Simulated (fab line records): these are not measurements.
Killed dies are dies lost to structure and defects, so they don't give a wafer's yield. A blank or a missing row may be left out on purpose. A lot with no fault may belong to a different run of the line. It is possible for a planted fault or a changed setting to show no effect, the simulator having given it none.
Comparing a struck lot with a sound one | flow n5 finfet | 19 out of 1938 route steps
Sound: these wafers, L792.1, L792.3, L792.4. Wafers L791.1, L791.2, L791.6 were the ones struck. The cause is named last.
Order at every step that has rows: each side's tool, ch and its chambers, its first start. Under that, the readings that differ: sound wafers | struck wafers | difference of the means | sigmas: that difference in standard deviations of wafers without a fault.
alike: a reading whose means differ by less than 2 such deviations, as well as words and numbers matching on both sides. not compared: withheld readings; readings where some wafer has no value; bounds like >300 that might hide an equal value; numbers whose values overlap and for which the record gives no deviation.
Wherever a step has rows on one side only, a row that says differs or no value, or a row with sigmas, the two part there. Numbers that don't overlap but have no deviation are shown without sigmas and don't part them. Lack of a reading on every wafer of one side parts them only where that side has two or more wafers.

N5_BEOL_M7_RS_MEAS_57: uses a four-point probe to measure.
  sound on film metro-01 at day 11 13:17; struck on film metro-01 at day 11 06:41
  alike: M7_RS
N5_BEOL_M7_INSPECT_58: inspects for defects (darkfield).
  sound on defect inspect-02 at day 11 13:19; struck on defect inspect-02 at day 11 06:43
  alike: raw defect count
N5_BEOL_M8_ILD_DEP_00: deposits SiCOH lowk from DEMS/porogen, target thk 179.75 nm, time 33.4 s.
  sound on pecvd-04 ch 0,1, day 11 13:21; struck on pecvd-03 ch 0,1, day 11 06:44
  alike: chamber pressure Torr, heater power w, showerhead plenum p Torr, throttle valve pct
N5_BEOL_M8_CURE_74: cures SiCOH lowk, time 240 s.
  sound on uv cure-01 ch 2, day 11 13:25; struck on uv cure-01 ch 2, day 11 06:49
  alike: lamp power pct, wafer_temp_C_max
N5_BEOL_M8_THK_MEAS_01:
  sound on film metro-01 at day 11 13:56; struck on film metro-02 at day 11 07:19
  alike: M8_ILD_THK
N5_BEOL_M8_PECVD_70: deposits SiO2 from TEOS/O2, target thk 20 nm, time 22.7 s.
  sound on pecvd-02 ch 0,1, day 11 13:58; struck on pecvd-04 ch 0,2, day 11 07:22
  reading                      | sound             | struck            | difference | sigmas
  chamber pressure Torr (Torr) | 5.491 5.468 5.486 | 5.525 5.503 5.501 | +0.028     | +2
  alike: heater power w, showerhead plenum p Torr, throttle valve pct
N5_BEOL_M8_HM_DEP_02: deposits TiN, target thk 20 nm.
  sound on pvd sputter-01 at day 11 15:47; struck on pvd sputter-02 at day 11 08:11
  alike: chamber pressure pa, substrate temp c, throttle valve pct
then, 5 steps without rows for these wafers: N5_BEOL_M8_COAT_59 (time 60 s, resist thk 100 nm); N5_BEOL_M8_COAT_60 (time 60 s, resist thk 35 nm); N5_BEOL_M8_COAT_05 (resist thk 90 nm); N5_BEOL_M8_EBR_07; N5_BEOL_M8_SOFTBAKE_06 (time 60 s).
N5_BEOL_M8_EXPOSE_08: exposes mask M8.
  sound on arfi scanner-02 ch 0, day 11 16:09; struck on arfi scanner-01 ch 0, day 11 08:26
  reading                         | sound          | struck         | difference | sigmas
  model.BEOL_M8.overlay x nm (nm) | -0.2 -0.2 -0.2 | 18.6 18.6 18.6 | +18.8      |
  alike: mask, stage vel mm s
then, 2 steps without rows for these wafers: N5_BEOL_M8_PEB_09 (peb time 60 s); N5_BEOL_M8_DEVELOP_10 (develop time 30 s).
N5_BEOL_M8_CD_MEAS_11 targets a cd of 38.5 nm.
  sound on cd sem-01 ch 0, day 11 16:17; struck on cd sem-01 ch 0, day 11 08:34
  alike: cd nm
N5_BEOL_M8_OVL_MEAS_12:
  sound on overlay-02 ch 0, day 11 16:19; struck on overlay-02 ch 0, day 11 08:35
  reading     | sound          | struck         | difference | sigmas
  M8_OVL (nm) | -1.6 -1.4 -1.2 | 18.3 19.1 18.1 | +19.9      | +25
N5_BEOL_M8_INSPECT_13: inspects for defects (brightfield).
  sound on defect inspect-02 at day 11 16:20; struck on defect inspect-02 at day 11 08:37
  alike: raw defect count
then, 1 step without rows for these wafers: N5_PASSIVATION_PROBE_49.

## WHERE THEY PART
Earliest at N5_BEOL_M8_PECVD_70; latest, in this record, at N5_BEOL_M8_OVL_MEAS_12. Later steps at which nothing parts them and some readings are alike: N5_BEOL_M8_INSPECT_13.

WHY: the cause the simulator had injected
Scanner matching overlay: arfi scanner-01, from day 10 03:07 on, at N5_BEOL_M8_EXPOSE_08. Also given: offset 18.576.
